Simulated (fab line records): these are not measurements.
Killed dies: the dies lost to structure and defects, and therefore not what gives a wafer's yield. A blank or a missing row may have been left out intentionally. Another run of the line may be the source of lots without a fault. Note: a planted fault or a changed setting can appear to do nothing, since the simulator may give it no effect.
Code-filled problem report in 8D (eight disciplines) form + flow n5Finfet + the parts of the form that need people (team, actions taken, sign-off) are left out

1. WHAT IS WRONG
At N5_BEOL_M3_PECVD_72, susceptorTempC averages 413.95 C over 3 wafers from 2 lots, while fault-free wafers read 399.99 C, standard deviation 0.22. Measured from the usual mean, that is +63 standard deviations.
The step: deposits SiO2 from TEOS/O2, target thk 16 nm, time 18 s.
First observed at day 10 21:20: wafer L236.2, on pecvd-03. Wafers with a number at this step in the record: 26, from 9 lots. Rule for "out", or "out of limits": more than 4 standard deviations from the usual mean. Any other wafer with a number is counted as sound.

2. WHAT IT IS; WHAT IT IS NOT
| question                    | is                     | is not                                                                    |
|-----------------------------|------------------------|---------------------------------------------------------------------------|
| which readings at this step | susceptorTempC         | heaterPowerW, showerheadPlenumPTorr, throttleValvePct                     |
| which lots                  | L236, L239             | L225, L226, L227, L229, L232, L233, L244                                  |
| which wafers of those lots  | L236.2, L239.3, L239.4 | L236.4, L236.6, L239.5                                                    |
| read on which tools         | pecvd-03               | pecvd-02, pecvd-04                                                        |
| when                        | from day 10 21:20      | up to then (19 sound wafers); but 4 sound wafers of L239, L244 came after |

3. THE SUSPECTS, EACH WITH WHAT RULES IT OUT
Counting: a tool at a process step up to the reading stays a suspect if it ran every lot that is out. Sound lots after the first of them don't rule it out here, since some wafers of a struck lot are sound.
- pecvd-03 at N5_BEOL_M3_PECVD_72 (deposits SiO2 from TEOS/O2, target thk 16 nm, time 18 s): kept. Every lot that is out went through it, the first being L236 (day 10 21:20); the last sound lot it ran before that was L233 (day 10 08:16). Out on those wafers are its own readings of susceptorTempC.
- At N5_BEOL_M3_PECVD_72, inside pecvd-03: chamber 2 took the wafers that are out, while their sound lot-mates went through chambers 0, 1.
Remaining after the count: pecvd-03 at N5_BEOL_M3_PECVD_72.

4. THE CAUSE (what the simulator had put in)
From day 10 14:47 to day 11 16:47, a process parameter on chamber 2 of pecvd-03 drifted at N5_BEOL_M3_PECVD_72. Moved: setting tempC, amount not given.
Counting left only this tool.

5. THE EFFECT CHAIN, in route order
Each row: a reading where the mean over the struck wafers with a number is more than 3 standard deviations away from the usual. Only readings for which the record gives a usual standard deviation are gone through. hours: the time from each lot's start at the first step in this table that gives one to its start at this step, as a median over the lots. sigmas: the change in usual standard deviations.
| hours | step                | reading               | usual    | on struck wafers | change | sigmas |
|-------|---------------------|-----------------------|----------|------------------|--------|--------|
| 0     | N5_BEOL_M3_PECVD_72 | susceptorTempC        | 399.99 C | 413.95           | +13.96 | +63    |
| 11    | N5_BEOL_M3_CMP_52   | barrierFieldEndpointS | 24.5 s   | 22.2             | -2.3   | -3.3   |
Here are the process steps it includes:
- N5_BEOL_M3_PECVD_72: deposits SiO2 from TEOS/O2, target thk 16 nm, time 18 s.
- N5_BEOL_M3_CMP_52: polishes, stops on SiOC, t overpolish 6.8 s, target thk 40 nm.
Later measuring or inspecting steps at which every struck wafer that the step has a row for has a number for every such reading, and none has moved that far: N5_BEOL_M4_RC_MEAS_101.

6. WHAT WOULD HAVE CAUGHT IT SOONER
The fault began at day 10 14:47; the first out-of-limits reading in this record came at day 10 21:20, 7 hours later.
